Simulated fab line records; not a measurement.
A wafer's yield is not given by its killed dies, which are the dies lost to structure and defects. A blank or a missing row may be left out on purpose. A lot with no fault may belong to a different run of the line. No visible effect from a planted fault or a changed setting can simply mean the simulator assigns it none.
Matching of chambers ; flow nand-harc ; NHARC_A_STAIRCASE_TRIM_12 on rie-diel-07 has 4 sister chambers
The step chemistry O2, time 211.2 s. 4 wafers are shown with their chamber, then 8 later ones without.

## WAFERS, EACH WITH ITS CHAMBER
wafer;chamber;drypump-motor-current-A (A)
L092.1;1;6.2
L092.4;0;4.9
L091.2;2;5.2
L093.1;3;5.5

## WAFERS WITH NO CHAMBER GIVEN
wafer;drypump-motor-current-A (A)
L093.3;6.3
L093.4;5.1
L095.1;5.1
L095.4;5.6
L095.5;5.1
L097.3;6.3
L097.5;5.2
L097.6;5.6

## WHICH CHAMBER EACH ONE RAN IN
wafer;from the rows above;in truth
L093.3;1;1
L093.4;can't be placed: 2 or 0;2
L095.1;can't be placed: 2 or 0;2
L095.4;3;3
L095.5;can't be placed: 2 or 0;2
L097.3;1;1
L097.5;2;2
L097.6;3;3
Placed correctly: 5 of 8. Cannot be placed on the basis of these rows: 3; the candidates contain the true chamber in 3. 0 placed wrongly.
How it was worked out, from the rows above alone: a wafer's distance from a chamber is the root of the sum, over the readings, of the square of ((its reading less the chamber's mean) divided by the reading's scatter). If the next closest chamber is less than 2 further off than the closest, the wafer can't be placed; otherwise it belongs to the closest. The mean given for a chamber averages the wafers shown for that chamber. The scatter: with one shown wafer a chamber, the root of the mean of the squares of how far each hidden wafer lies from its nearest shown one.
